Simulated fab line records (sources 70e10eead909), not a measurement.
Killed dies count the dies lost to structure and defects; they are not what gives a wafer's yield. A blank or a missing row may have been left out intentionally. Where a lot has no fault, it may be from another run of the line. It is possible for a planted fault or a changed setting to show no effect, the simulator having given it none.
fab line records	flow nandHarc
[record] lots = 13	wafers = 39	lastDay = 25
route steps=1159 shown A_STAIRCASE@549 END@1159
lots untouched by any fault: they come from a run of this same line in which no faults occurred
startH: hours from the record's first day to the start of the lot's first wafer shown	waitH: hours from the lot's prior step to this one	" unchanged from the row above	L1.1+2: a single row standing in for several wafers	- no value present, or no start provided	* or withheld: withheld	< > ~ a bound
route shown NAME@n: a module of which the file shows steps, and the number in the route of the first	usual: mean/standard deviation taken from wafers without a fault	same: alike in all rows	chamber/n: place in a boat	sites: the reading at each site	_std_site: standard deviation of those values	_edge_site: inner sites' mean taken away from outer sites' mean	radiusMm: how far each site lies from the wafer's centre	mask NAME#n: copy n	behind: tool/chamber where the wafer was last shaped	hold: why the lot was held/for how many hours/how that ended	device: whichever transistor did not switch (one of n, p or np)	end of line: tests run on the same wafers once the route is complete	a step without rows: its recipe alone	killed: count of dies lost to structure and defects at first sort (not the wafer's yield)	map: a wafer's dies, marking killed ones x, the rest . and places with no die _
set.NAME: setting as actually run; set.NAME@STEP: the setting as run at that earlier step	model.NAME: the simulator's own value behind a step, which no gauge read
a sample of lots followed through the steps of the route, with each step as a table and each wafer as a row
services: a tool's chamber out of use, with start hour (startH, from the record's first day; less than 0 if before it), hours out, and reason
[[steps]]
[step NHARC_A_STAIRCASE_ETCH_13]
[recipe] targetDepthA = 1000	timeS = 40.5	ionEnergyEv = 400	c4f8FlowSccm = 20	o2FlowSccm = 10	arFlowSccm = withheld	rfW = 600	biasW = 1000	chemistry = C4F8/O2
[usual] oesProductAu = 0.942/0.018	rfVppV = 897/4.8
lot.wafer	tool	chamber	startH	waitH	oesProductAu	rfHoursCounterH	rfVppV
L433.3	rieDiel-08	1	-	-	0.933	41	893
L433.5	"	1	"	"	0.943	-	892
L433.6	"	2	"	"	0.922	-	900
L435.4	rieDiel-01	2	-	-	0.933	33	902
L435.3	"	0	"	"	0.956	33	886
L435.2	"	1	"	"	0.927	33	904
L436.2	rieDiel-08	2	-	-	0.959	46	898
L436.4	"	1	"	"	0.960	47	891
L436.5	"	2	"	"	0.954	-	898
L438.1	rieDiel-08	0	-	-	0.934	53	896
L438.2	"	1	"	"	0.923	55	893
L438.3	"	2	"	"	0.918	54	898
L440.1	rieDiel-03	0	-	-	0.953	20	899
L440.3	"	2	"	"	0.969	19	899
L440.6	"	0	"	"	0.959	-	897
L439.3	rieDiel-03	1	-	-	0.929	20	892
L439.1	"	3	"	"	0.919	20	895
L439.6	"	1	"	"	0.934	-	893
L443.4	rieDiel-08	1	-	-	0.928	0	890
L443.1	"	3	"	"	0.960	0	891
L443.2	"	0	"	"	0.951	0	897
L446.3	rieDiel-03	2	-	-	0.946	35	898
L446.1	"	3	"	"	0.927	37	894
L446.5	"	0	"	"	0.935	-	898
L450.4	rieDiel-08	3	-	-	0.977	13	889
L450.5	"	3	"	"	0.985	-	889
L450.6	"	0	"	"	0.962	-	895
L451.4	rieDiel-03	2	-	-	0.938	44	897
L451.3	"	0	"	"	0.937	45	898
L451.5	"	3	"	"	0.933	-	894
L453.2	rieDiel-01	3	-	-	0.938	7	903
L453.4	"	2	"	"	0.929	6	903
L453.6	"	0	"	"	0.944	-	905
L454.2	rieDiel-01	3	-	-	0.928	7	900
L454.3	"	0	"	"	0.914	7	906
L454.4	"	1	"	"	0.914	7	906
L455.3	rieDiel-01	0	-	-	0.937	13	906
L455.2	"	1	"	"	0.944	13	904
L455.6	"	3	"	"	0.942	-	901
[step NHARC_A_STAIRCASE_TRIM_18]
[recipe] timeS = 211.2	o2FlowSccm = 500	arFlowSccm = 0	biasW = 0	chemistry = O2
[usual] drypumpMotorCurrentA = 5.9/0.43	oesProductAu = 1.004/0.016	rfVppV = 57.8/0.92	showerheadPlenumPTorr = 3.54/0.13	throttleValvePct = 17.038/0.0087
lot.wafer	tool	chamber	startH	waitH	drypumpMotorCurrentA	oesProductAu	rfHoursCounterH	rfVppV	showerheadPlenumPTorr	throttleValvePct
L433.3	rieDiel-08	3	241.32	-	6.5	1.025	37	59.0	3.38	17.040
L433.6	"	1	"	"	6.1	1.015	-	57.6	3.44	17.027
L433.5	"	2	"	"	6.3	1.010	-	58.8	3.60	17.043
L435.2	rieDiel-01	3	244.63	-	5.0	0.987	28	58.4	3.69	17.055
L435.4	"	0	"	"	5.9	0.989	34	56.1	3.28	17.042
L435.3	"	1	"	"	5.2	0.978	33	57.3	3.79	17.039
L436.2	rieDiel-08	1	254.39	-	6.1	1.008	48	58.2	3.43	17.033
L436.4	"	2	"	"	6.2	1.000	46	57.0	3.59	17.029
L436.5	"	2	"	"	6.3	1.015	-	57.4	3.59	17.040
L438.2	rieDiel-08	0	278.18	-	6.2	1.017	53	57.2	3.53	17.044
L438.1	"	1	"	"	6.0	1.008	55	57.7	3.43	17.032
L438.3	"	2	"	"	6.2	0.994	54	57.1	3.59	17.045
L440.3	rieDiel-03	3	287.17	-	5.6	0.986	20	57.1	3.49	17.028
L440.1	"	1	"	"	5.7	1.007	20	58.3	3.43	17.040
L440.6	"	3	"	"	5.6	0.998	-	56.8	3.49	17.033
L439.1	rieDiel-03	0	287.48	-	5.7	1.012	21	57.7	3.60	17.038
L439.3	"	1	"	"	5.6	1.000	20	57.8	3.43	17.039
L439.6	"	0	"	"	5.7	1.000	-	58.8	3.60	17.037
L443.4	rieDiel-08	3	312.32	-	6.5	1.029	1	57.4	3.37	17.042
L443.1	"	0	"	"	6.2	1.025	1	57.7	3.53	17.045
L443.2	"	1	"	"	6.0	1.013	1	58.5	3.42	17.020
L446.1	rieDiel-03	0	323.35	-	5.7	0.995	38	59.7	3.59	17.058
L446.3	"	1	"	"	5.7	0.993	36	58.3	3.43	17.042
L446.5	"	0	"	"	5.7	1.008	-	58.0	3.59	17.035
L450.4	rieDiel-08	0	347.09	-	6.2	1.279	13	58.8	3.52	17.037
L450.5	"	1	"	"	6.1	1.004	-	56.6	3.41	17.036
L450.6	"	2	"	"	6.3	1.010	-	58.0	3.57	17.042
L451.3	rieDiel-03	3	352.27	-	5.6	0.991	45	58.7	3.48	17.060
L451.4	"	0	"	"	5.7	1.001	46	56.9	3.59	17.028
L451.5	"	2	"	"	5.5	0.998	-	58.2	3.60	17.041
L453.2	rieDiel-01	0	357.08	-	5.9	0.992	8	57.8	3.80	17.039
L453.4	"	2	"	"	6.3	0.975	7	58.6	3.71	17.041
L453.6	"	0	"	"	5.8	0.989	-	57.3	3.80	17.037
L454.4	rieDiel-01	2	357.48	-	6.2	0.974	7	58.3	3.71	17.028
L454.3	"	0	"	"	5.9	0.985	8	60.1	3.80	17.016
L454.2	"	1	"	"	5.2	0.999	8	58.8	3.77	17.037
L455.2	rieDiel-01	2	381.99	-	6.3	0.984	14	57.0	3.71	17.037
L455.3	"	0	"	"	5.8	0.989	15	58.4	3.80	17.030
L455.6	"	3	"	"	5.1	0.979	-	57.8	3.66	17.038
[step NHARC_A_STAIRCASE_ETCH_19]
[recipe] targetDepthA = 1000	timeS = 40.5	ionEnergyEv = 400	c4f8FlowSccm = 20	o2FlowSccm = 10	arFlowSccm = withheld	rfW = 600	biasW = 1000	chemistry = C4F8/O2
[usual] oesProductAu = 0.946/0.016	rfVppV = 896/5
lot.wafer	tool	chamber	startH	waitH	oesProductAu	rfHoursCounterH	rfVppV
L433.3	rieDiel-08	2	-	-	0.944	39	898
L433.5	"	1	"	"	0.949	-	892
L433.6	"	2	"	"	0.948	-	899
L435.2	rieDiel-01	0	-	-	0.946	34	887
L435.4	"	1	"	"	0.938	33	905
L435.3	"	2	"	"	0.924	33	905
L436.2	rieDiel-08	1	-	-	0.941	48	893
L436.4	"	2	"	"	0.940	46	899
L436.5	"	2	"	"	0.952	-	899
L438.2	rieDiel-08	0	-	-	0.966	53	896
L438.3	"	1	"	"	0.966	55	892
L438.1	"	3	"	"	0.975	52	889
L440.1	rieDiel-03	1	-	-	0.936	20	892
L440.3	"	0	"	"	0.945	21	899
L440.6	"	1	"	"	0.940	-	892
L439.3	rieDiel-03	2	-	-	0.945	20	900
L439.1	"	3	"	"	0.930	20	894
L439.6	"	2	"	"	0.937	-	898
L443.2	rieDiel-08	0	-	-	0.954	1	895
L443.1	"	1	"	"	0.939	1	893
L443.4	"	2	"	"	0.960	1	898
L446.3	rieDiel-03	0	-	-	0.942	38	900
L446.1	"	3	"	"	0.951	37	895
L446.5	"	0	"	"	0.943	-	897
L450.4	rieDiel-08	2	-	-	0.949	14	898
L450.6	"	2	"	"	0.944	-	898
L450.5	"	3	"	"	0.989	-	890
L451.3	rieDiel-03	1	-	-	0.950	45	892
L451.4	"	0	"	"	0.958	46	897
L451.5	"	1	"	"	0.941	-	892
L453.2	rieDiel-01	3	-	-	0.917	8	902
L453.4	"	1	"	"	0.937	7	905
L453.6	"	0	"	"	0.926	-	907
L454.2	rieDiel-01	1	-	-	0.935	8	905
L454.4	"	2	"	"	0.909	7	902
L454.3	"	0	"	"	0.925	8	905
L455.3	rieDiel-01	1	-	-	0.924	15	904
L455.2	"	3	"	"	0.930	15	901
L455.6	"	1	"	"	0.933	-	904
[step NHARC_A_STAIRCASE_ETCH_25]
[recipe] targetDepthA = 1000	timeS = 40.5	ionEnergyEv = 400	c4f8FlowSccm = 20	o2FlowSccm = 10	arFlowSccm = withheld	rfW = 600	biasW = 1000	chemistry = C4F8/O2
[usual] oesProductAu = 0.945/0.017	rfVppV = 897/5.4
lot.wafer	tool	chamber	startH	waitH	oesProductAu	rfHoursCounterH	rfVppV
L433.3	rieDiel-08	1	-	-	0.925	42	891
L433.5	"	0	"	"	0.942	-	895
L433.6	"	1	"	"	0.953	-	891
L435.4	rieDiel-01	0	-	-	0.945	34	887
L435.2	"	2	"	"	0.932	33	903
L435.3	"	3	"	"	0.938	28	900
L436.2	rieDiel-08	0	-	-	0.962	46	896
L436.4	"	1	"	"	0.957	48	893
L436.5	"	3	"	"	0.958	-	891
L438.1	rieDiel-08	3	-	-	0.965	52	891
L438.2	"	1	"	"	0.947	56	892
L438.3	"	2	"	"	0.945	55	897
L440.1	rieDiel-01	2	-	-	0.926	48	903
L440.3	"	3	"	"	0.938	42	902
L440.6	"	1	"	"	0.941	-	904
L439.1	rieDiel-08	1	-	-	0.962	59	891
L439.3	"	0	"	"	0.975	57	896
L439.6	"	1	"	"	0.963	-	891
L443.4	rieDiel-03	3	-	-	0.923	33	895
L443.2	"	0	"	"	0.942	33	898
L443.1	"	1	"	"	0.942	32	892
L446.3	rieDiel-08	0	-	-	0.969	6	896
L446.1	"	1	"	"	0.934	8	894
L446.5	"	3	"	"	0.970	-	891
L450.4	rieDiel-01	2	-	-	0.924	4	902
L450.6	"	2	"	"	0.929	-	902
L450.5	"	3	"	"	0.940	-	902
L451.4	rieDiel-08	2	-	-	0.974	17	896
L451.3	"	3	"	"	0.972	15	889
L451.5	"	1	"	"	0.940	-	891
L453.2	rieDiel-01	2	-	-	0.907	8	903
L453.4	"	3	"	"	0.914	9	900
L453.6	"	3	"	"	0.926	-	902
L454.4	rieDiel-01	2	-	-	0.921	9	904
L454.3	"	3	"	"	0.934	9	901
L454.2	"	1	"	"	0.936	9	905
L455.2	rieDiel-01	1	-	-	0.935	15	904
L455.3	"	2	"	"	0.916	15	901
L455.6	"	1	"	"	0.927	-	903
[step NHARC_END_SORT_01]
[recipe] tempC = 25
[usual] killedAtArray = 27/10	killedAtOther = 0.6/0.96	killedAtPeriphery = 3.4/2.7	killedDies = 31/10	killedOpen = 2.9/1.8	killedShort = 1.8/1.4
[same] grossDies = 677
lot.wafer	tool	chamber	startH	waitH	hold	killedAtArray	killedAtOther	killedAtPeriphery	killedDies	killedOpen	killedShort
L435.2	prober-01	0	450.33	2.8	-	31	0	4	35	1	3
L435.3	prober-01	0	451.13	3.1	-	25	1	3	29	1	2
L435.4	prober-01	0	451.93	3.4	-	33	0	1	34	4	4
L433.3	prober-02	0	458.76	3.1	-	22	2	0	24	2	4
L433.5	prober-02	0	460.34	3.7	-	30	1	5	36	3	0
L433.6	prober-02	0	461.13	3.9	-	22	1	4	27	2	2
L436.2	prober-02	0	465.68	2.8	-	15	2	1	18	1	0
L436.4	prober-02	0	467.28	3.4	-	21	0	2	23	4	1
L436.5	prober-02	0	468.08	3.7	-	25	3	1	29	3	2
L438.1	prober-01	0	472.96	2.5	-	32	0	2	34	2	3
L438.2	prober-01	0	473.76	2.8	-	34	0	1	35	1	0
L438.3	prober-01	0	474.55	3.1	-	47	0	4	51	3	1
L440.1	prober-01	0	492.79	2.5	-	12	1	8	21	1	2
L440.3	prober-01	0	494.40	3.1	-	14	0	12	26	1	5
L440.6	prober-01	0	496.82	4.0	-	17	1	12	30	3	1
L439.1	prober-01	0	501.27	2.5	-	35	0	2	37	1	1
L439.3	prober-01	0	502.85	3.1	-	35	0	7	42	5	2
L439.6	prober-01	0	505.22	3.9	-	35	0	9	44	7	0
L443.1	prober-02	0	517.38	2.5	-	43	0	1	44	0	6
L443.2	prober-02	0	518.19	2.8	-	26	0	2	28	3	1
L443.4	prober-02	0	519.80	3.4	-	38	0	0	38	3	1
L446.1	prober-01	0	531.39	2.5	-	35	2	2	39	3	1
L446.3	prober-01	0	532.99	3.1	-	26	0	4	30	5	1
L446.5	prober-01	0	534.58	3.7	-	18	1	3	22	3	1
L450.4	prober-01	0	566.00	3.4	awaitDispo/2.5h/release	577	0	1	578	4	2
L450.5	prober-01	0	566.81	3.8	awaitDispo/2.5h/release	27	0	1	28	1	4
L450.6	prober-01	0	567.62	4.1	awaitDispo/2.5h/release	29	0	0	29	1	1
L451.3	prober-02	0	572.99	3.1	-	35	0	4	39	4	2
L451.4	prober-02	0	573.78	3.4	-	28	0	0	28	1	0
L451.5	prober-02	0	574.58	3.7	-	37	1	2	40	1	4
L453.2	prober-01	0	576.45	2.8	-	33	0	4	37	3	2
L453.4	prober-01	0	578.05	3.4	-	47	0	2	49	2	1
L453.6	prober-01	0	579.64	4.0	-	39	1	7	47	3	2
L454.2	prober-02	0	579.92	2.8	-	30	0	6	36	3	2
L454.3	prober-02	0	580.71	3.1	-	30	1	6	37	5	1
L454.4	prober-02	0	581.50	3.4	-	35	1	4	40	3	0
L455.2	prober-02	0	593.26	2.8	-	36	1	8	45	3	3
L455.3	prober-02	0	594.05	3.1	-	20	4	10	34	3	1
L455.6	prober-02	0	596.44	4.0	-	29	2	8	39	3	2
// killed by level:class
L435.2 A_SLIT:chamberFilmFlake=13 A_CHANNEL_HOLE_D1:chamberFilmFlake=12 P_STI:chamberFilmFlake=2 A_CONTACT:chamberFilmFlake=2 P_M2:geometricParticle:short=1 A_CHANNEL_FILL_D1:geometricParticle:short=1 A_WL_FILL:geometricParticle:open=1 A_WL_FILL:geometricParticle:short=1
L435.3 A_SLIT:chamberFilmFlake=11 A_CHANNEL_HOLE_D1:chamberFilmFlake=8 P_STI:chamberFilmFlake=3 A_CONTACT:chamberFilmFlake=3 A_CONTACT:geometricParticle:short=2 A_CONTACT:geometricParticle:open=1 THIN_TSV:chamberFilmFlake=1
L435.4 A_CHANNEL_HOLE_D1:chamberFilmFlake=14 A_SLIT:chamberFilmFlake=11 A_CONTACT:geometricParticle:short=2 A_CONTACT:geometricParticle:open=2 P_CONTACT:geometricParticle:open=1 A_SOURCE_PLATE:geometricParticle:short=1 A_CHANNEL_FILL_D1:geometricParticle:short=1 A_M0:geometricParticle:open=1
L433.3 A_CHANNEL_HOLE_D1:chamberFilmFlake=9 A_SLIT:chamberFilmFlake=5 A_STAIRCASE:chamberFilmFlake=2 A_SOURCE_PLATE:geometricParticle:short=1 A_ONON_D1:geometricParticle:short=1 A_SGD_CUT:geometricParticle:short=1 A_WL_FILL:geometricParticle:short=1 A_CONTACT:geometricParticle:open=1
L433.5 A_SLIT:chamberFilmFlake=9 A_CHANNEL_HOLE_D1:chamberFilmFlake=8 A_CHANNEL_FILL_D1:chamberFilmFlake=4 P_ZERO_WELL:chamberFilmFlake=2 A_ZERO_WELL:chamberFilmFlake=2 A_STAIRCASE:chamberFilmFlake=2 A_WL_FILL:chamberFilmFlake=2 A_CONTACT:chamberFilmFlake=2
L433.6 A_SLIT:chamberFilmFlake=7 A_CHANNEL_HOLE_D1:chamberFilmFlake=6 A_STAIRCASE:chamberFilmFlake=4 A_CHANNEL_FILL_D1:geometricParticle:short=2 P_GATE:chamberFilmFlake=2 P_GATE:geometricParticle:open=1 P_CONTACT:geometricParticle:open=1 A_CHANNEL_FILL_D1:chamberFilmFlake=1
L436.2 A_CHANNEL_HOLE_D1:chamberFilmFlake=9 A_STAIRCASE:chamberFilmFlake=3 A_CONTACT:chamberFilmFlake=2 THIN_TSV:chamberFilmFlake=2 P_GATE:geometricParticle:open=1 A_SLIT:chamberFilmFlake=1
L436.4 A_CHANNEL_HOLE_D1:chamberFilmFlake=11 A_STAIRCASE:chamberFilmFlake=4 A_CONTACT:chamberFilmFlake=3 A_CONTACT:geometricParticle:open=2 P_CONTACT:geometricParticle:open=1 P_M0:geometricParticle:short=1 A_BLC:geometricParticle:open=1
L436.5 A_CHANNEL_HOLE_D1:chamberFilmFlake=12 A_CONTACT:chamberFilmFlake=5 THIN_TSV:chamberFilmFlake=3 A_STAIRCASE:chamberFilmFlake=2 A_CHANNEL_HOLE_D1:geometricParticle:open=1 A_CHANNEL_FILL_D1:geometricParticle:open=1 A_WL_FILL:geometricParticle:short=1 A_CONTACT:geometricParticle:short=1
L438.1 A_CHANNEL_HOLE_D1:chamberFilmFlake=9 A_SLIT:chamberFilmFlake=9 A_BLC:chamberFilmFlake=5 A_STAIRCASE:chamberFilmFlake=3 P_M0:geometricParticle:short=1 A_ONON_D1:geometricParticle:short=1 A_WL_FILL:geometricParticle:open=1 A_CONTACT:geometricParticle:open=1
L438.2 A_SLIT:chamberFilmFlake=17 A_CHANNEL_HOLE_D1:chamberFilmFlake=6 A_STAIRCASE:chamberFilmFlake=4 A_ZERO_WELL:chamberFilmFlake=2 A_WL_FILL:chamberFilmFlake=2 A_BLC:chamberFilmFlake=2 P_STI:geometricParticle:open=1 A_CONTACT:chamberFilmFlake=1
L438.3 A_CHANNEL_HOLE_D1:chamberFilmFlake=19 A_SLIT:chamberFilmFlake=10 A_WL_FILL:chamberFilmFlake=6 A_BLC:chamberFilmFlake=4 A_STAIRCASE:chamberFilmFlake=4 A_ZERO_WELL:chamberFilmFlake=2 P_CONTACT:geometricParticle:open=1 P_M1:geometricParticle:short=1
L440.1 A_CHANNEL_HOLE_D1:chamberFilmFlake=5 P_ZERO_WELL:chamberFilmFlake=4 A_STAIRCASE:chamberFilmFlake=3 P_M1:chamberFilmFlake=2 A_CONTACT:chamberFilmFlake=2 A_ONON_D1:geometricParticle:open=1 A_CONTACT:geometricParticle:short=1 P_GATE:chamberFilmFlake=1
L440.3 P_ZERO_WELL:chamberFilmFlake=7 P_M1:chamberFilmFlake=3 A_CHANNEL_HOLE_D1:chamberFilmFlake=3 A_SGD_CUT:geometricParticle:short=2 A_SLIT:chamberFilmFlake=2 P_CONTACT:geometricParticle:short=1 A_CHANNEL_FILL_D1:geometricParticle:short=1 A_WL_FILL:geometricParticle:short=1
L440.6 P_GATE:chamberFilmFlake=4 A_STAIRCASE:chamberFilmFlake=4 A_SLIT:chamberFilmFlake=4 P_ZERO_WELL:chamberFilmFlake=3 P_M1:chamberFilmFlake=3 A_CONTACT:geometricParticle:open=2 A_CHANNEL_HOLE_D1:chamberFilmFlake=2 A_WL_FILL:chamberFilmFlake=2
L439.1 A_SLIT:chamberFilmFlake=18 A_CHANNEL_HOLE_D1:chamberFilmFlake=6 A_STAIRCASE:chamberFilmFlake=6 A_CONTACT:chamberFilmFlake=3 A_WL_FILL:geometricParticle:short=1 A_CONTACT:geometricParticle:open=1 P_ZERO_WELL:chamberFilmFlake=1 P_GATE:chamberFilmFlake=1
L439.3 A_SLIT:chamberFilmFlake=10 A_CHANNEL_HOLE_D1:chamberFilmFlake=9 A_STAIRCASE:chamberFilmFlake=6 A_CONTACT:chamberFilmFlake=4 P_GATE:chamberFilmFlake=3 P_M1:geometricParticle:open=1 P_M2:geometricParticle:short=1 A_ONON_D1:geometricParticle:open=1
L439.6 A_CHANNEL_HOLE_D1:chamberFilmFlake=16 A_SLIT:chamberFilmFlake=9 A_STAIRCASE:chamberFilmFlake=7 P_CONTACT:geometricParticle:open=2 P_M0:geometricParticle:open=2 P_GATE:chamberFilmFlake=2 P_STI:geometricParticle:open=1 P_M2:geometricParticle:open=1
L443.1 A_SLIT:chamberFilmFlake=18 A_STAIRCASE:chamberFilmFlake=7 A_CHANNEL_HOLE_D1:chamberFilmFlake=5 A_CONTACT:chamberFilmFlake=5 A_CONTACT:geometricParticle:short=3 A_CHANNEL_FILL_D1:geometricParticle:short=2 A_M0:chamberFilmFlake=2 P_STI:geometricParticle:short=1
L443.2 A_SLIT:chamberFilmFlake=10 A_CHANNEL_HOLE_D1:chamberFilmFlake=4 A_STAIRCASE:chamberFilmFlake=4 A_CONTACT:chamberFilmFlake=4 P_CONTACT:geometricParticle:short=1 A_WL_FILL:geometricParticle:open=1 A_CONTACT:geometricParticle:open=1 A_BLC:geometricParticle:open=1
L443.4 A_SLIT:chamberFilmFlake=15 A_CONTACT:chamberFilmFlake=8 A_CHANNEL_HOLE_D1:chamberFilmFlake=4 A_STAIRCASE:chamberFilmFlake=4 A_ONON_D1:geometricParticle:open=1 A_CHANNEL_FILL_D1:geometricParticle:short=1 A_CHANNEL_FILL_D1:geometricParticle:open=1 A_BLC:geometricParticle:open=1
L446.1 A_CHANNEL_HOLE_D1:chamberFilmFlake=26 A_CONTACT:chamberFilmFlake=3 A_CONTACT:geometricParticle:open=2 THIN_TSV:chamberFilmFlake=2 P_M1:geometricParticle:short=1 A_CHANNEL_HOLE_D1:geometricParticle:open=1 P_ZERO_WELL:chamberFilmFlake=1 A_ZERO_WELL:chamberFilmFlake=1
L446.3 A_CHANNEL_HOLE_D1:chamberFilmFlake=16 A_STAIRCASE:chamberFilmFlake=3 A_CONTACT:chamberFilmFlake=3 P_CONTACT:geometricParticle:open=1 P_M1:geometricParticle:open=1 P_M2:geometricParticle:short=1 A_CHANNEL_FILL_D1:geometricParticle:open=1 A_CONTACT:geometricParticle:open=1
L446.5 A_CHANNEL_HOLE_D1:chamberFilmFlake=11 A_CONTACT:chamberFilmFlake=2 A_CHANNEL_FILL_D1:chamberFilmFlake=1 P_M0:geometricParticle:open=1 A_SOURCE_PLATE:geometricParticle:open=1 A_CHANNEL_FILL_D1:geometricParticle:open=1 A_CONTACT:geometricParticle:short=1 P_ZERO_WELL:chamberFilmFlake=1
L450.4 A_STAIRCASE:areaTrim=547 A_CHANNEL_HOLE_D1:chamberFilmFlake=18 A_M1:chamberFilmFlake=2 P_M1:geometricParticle:open=1 A_SOURCE_PLATE:geometricParticle:short=1 A_CHANNEL_FILL_D1:geometricParticle:open=1 A_CONTACT:geometricParticle:short=1 A_CONTACT:geometricParticle:open=1
L450.5 A_CHANNEL_HOLE_D1:chamberFilmFlake=16 A_WL_FILL:geometricParticle:short=2 A_CONTACT:chamberFilmFlake=2 A_M1:chamberFilmFlake=2 A_ONON_D1:geometricParticle:short=1 A_SLIT:geometricParticle:short=1 A_M1:geometricParticle:open=1 P_M1:chamberFilmFlake=1
L450.6 A_CHANNEL_HOLE_D1:chamberFilmFlake=18 A_CONTACT:chamberFilmFlake=5 A_WL_FILL:chamberFilmFlake=4 A_WL_FILL:geometricParticle:short=1 A_M1:geometricParticle:open=1
L451.3 A_CHANNEL_HOLE_D1:chamberFilmFlake=21 A_SGD_CUT:chamberFilmFlake=4 A_CONTACT:chamberFilmFlake=3 P_CONTACT:geometricParticle:open=2 A_WL_FILL:chamberFilmFlake=2 P_M0:geometricParticle:short=1 A_ONON_D1:geometricParticle:open=1 A_SGD_CUT:geometricParticle:short=1
L451.4 A_CHANNEL_HOLE_D1:chamberFilmFlake=16 A_CONTACT:chamberFilmFlake=4 A_SGD_CUT:chamberFilmFlake=3 A_SLIT:chamberFilmFlake=2 A_WL_FILL:chamberFilmFlake=2 A_CHANNEL_HOLE_D1:geometricParticle:open=1
L451.5 A_CHANNEL_HOLE_D1:chamberFilmFlake=22 A_CONTACT:chamberFilmFlake=6 A_WL_FILL:chamberFilmFlake=4 A_SGD_CUT:chamberFilmFlake=2 P_CONTACT:geometricParticle:open=1 P_M0:geometricParticle:short=1 A_CHANNEL_FILL_D1:geometricParticle:short=1 A_CONTACT:geometricParticle:short=1
L453.2 A_SLIT:chamberFilmFlake=16 A_CHANNEL_HOLE_D1:chamberFilmFlake=6 A_CONTACT:chamberFilmFlake=4 A_WL_FILL:chamberFilmFlake=3 A_CONTACT:geometricParticle:open=2 P_STI:chamberFilmFlake=2 P_CONTACT:geometricParticle:short=1 P_M0:geometricParticle:open=1
L453.4 A_SLIT:chamberFilmFlake=19 A_CHANNEL_HOLE_D1:chamberFilmFlake=10 A_CONTACT:chamberFilmFlake=8 A_STAIRCASE:chamberFilmFlake=2 A_WL_FILL:chamberFilmFlake=2 A_ONON_D1:geometricParticle:short=1 A_SGD_CUT:geometricParticle:open=1 A_CONTACT:geometricParticle:open=1
L453.6 A_SLIT:chamberFilmFlake=22 A_CHANNEL_HOLE_D1:chamberFilmFlake=8 A_STAIRCASE:chamberFilmFlake=3 P_STI:chamberFilmFlake=2 P_BONDPAD:chamberFilmFlake=2 P_GATE:geometricParticle:open=1 A_SOURCE_PLATE:geometricParticle:open=1 A_SOURCE_PLATE:geometricParticle:short=1
L454.2 A_CHANNEL_HOLE_D1:chamberFilmFlake=19 P_BONDPAD:chamberFilmFlake=4 A_CONTACT:chamberFilmFlake=4 P_ZERO_WELL:chamberFilmFlake=2 A_ONON_D1:geometricParticle:open=1 A_CHANNEL_FILL_D1:geometricParticle:open=1 A_CHANNEL_FILL_D1:geometricParticle:short=1 A_WL_FILL:geometricParticle:short=1
L454.3 A_CHANNEL_HOLE_D1:chamberFilmFlake=15 A_CONTACT:chamberFilmFlake=8 A_CHANNEL_FILL_D1:geometricParticle:open=2 P_M0:chamberFilmFlake=2 P_BONDPAD:chamberFilmFlake=2 P_CONTACT:geometricParticle:short=1 A_CONTACT:geometricParticle:open=1 A_M0:geometricParticle:open=1
L454.4 A_CHANNEL_HOLE_D1:chamberFilmFlake=24 A_CONTACT:chamberFilmFlake=7 P_CONTACT:geometricParticle:open=2 A_SLIT:chamberFilmFlake=2 A_CONTACT:geometricParticle:open=1 P_M0:chamberFilmFlake=1 P_BONDPAD:chamberFilmFlake=1 A_BONDPAD:chamberFilmFlake=1
L455.2 A_SLIT:chamberFilmFlake=22 P_CONTACT:chamberFilmFlake=7 A_CONTACT:chamberFilmFlake=3 A_M0:chamberFilmFlake=3 P_M0:geometricParticle:short=1 A_CHANNEL_HOLE_D1:geometricParticle:short=1 A_CHANNEL_FILL_D1:geometricParticle:short=1 A_CHANNEL_FILL_D1:geometricParticle:open=1
L455.3 A_SLIT:chamberFilmFlake=15 P_CONTACT:chamberFilmFlake=6 THIN_TSV:chamberFilmFlake=3 P_CONTACT:geometricParticle:open=1 P_M0:geometricParticle:open=1 A_M0:geometricParticle:open=1 STARTING-WAFER:geometricParticle:short=1 P_GATE:chamberFilmFlake=1
L455.6 A_SLIT:chamberFilmFlake=17 A_CONTACT:chamberFilmFlake=4 P_CONTACT:chamberFilmFlake=3 A_M0:chamberFilmFlake=3 THIN_TSV:chamberFilmFlake=2 P_ZERO_WELL:geometricParticle:short=1 P_CONTACT:geometricParticle:open=1 P_M0:geometricParticle:open=1
[[services]]
tool	chamber	startH	hours	kind
rieDiel-08	0	232.27	-	clean
rieDiel-08	1	232.27	-	clean
rieDiel-08	2	232.27	-	clean
rieDiel-08	3	232.27	-	clean
rieDiel-08	0	256.77	-	clean
rieDiel-08	1	256.77	-	clean
rieDiel-08	2	256.77	-	clean
rieDiel-08	3	256.77	-	clean
rieDiel-01	0	264.34	4.4	repair
rieDiel-08	3	265.31	3.5	repair
rieDiel-08	0	281.27	-	clean
rieDiel-08	1	281.27	-	clean
rieDiel-08	2	281.27	-	clean
rieDiel-08	3	281.27	-	clean
rieDiel-08	-	301.80	9.0	pm
rieDiel-08	0	301.80	9.0	ventCycle
rieDiel-08	1	301.80	9.0	ventCycle
rieDiel-08	2	301.80	9.0	ventCycle
rieDiel-08	3	301.80	9.0	ventCycle
rieDiel-08	0	310.80	-	clean
rieDiel-08	1	310.80	-	clean
rieDiel-08	2	310.80	-	clean
rieDiel-08	3	310.80	-	clean
rieDiel-01	-	323.45	9.0	pm
[[key]]
[firstSign] step = NHARC_A_STAIRCASE_TRIM_18	reading = oesProductAu	direction = up	sigmas = 17	usual = 1.004	struck = 1.279
[effect] step = NHARC_END_SORT_01	reading = killedDies	direction = up	sigmas = 55	usual = 31	struck = 578
[moreKillsBornAt] NHARC_A_STAIRCASE_TRIM_18@rieDiel-08 = 547
metAt NHARC_A_STAIRCASE_TRIM_18
struckLots L450
struckWafers L450.4
laterRowsLeftOut L450.4
testerLeftOut L450
notActingAt NHARC_A_STAIRCASE_ETCH_13,NHARC_A_STAIRCASE_ETCH_19,NHARC_A_STAIRCASE_ETCH_25
onsetBetween 312.32 347.09
[fault] kind = processParameterDrift	tool = rieDiel-08	chamber = 0	onsetH = 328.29	steps = NHARC_A_STAIRCASE_TRIM_18	channel = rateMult	offset = 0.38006	shape = step	endH = 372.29
// testerLeftOut: of these lots the tester's yield and bins aren't shown, on N5 and GAA mostly nor the transistor test; their killed dies are dies lost to structure and defects alone, not to doping, threshold or leakage, so they don't give the yield
// laterRowsLeftOut: the simulator's readings of these wafers behind a module that went badly wrong aren't trusted and aren't shown, but for the sort
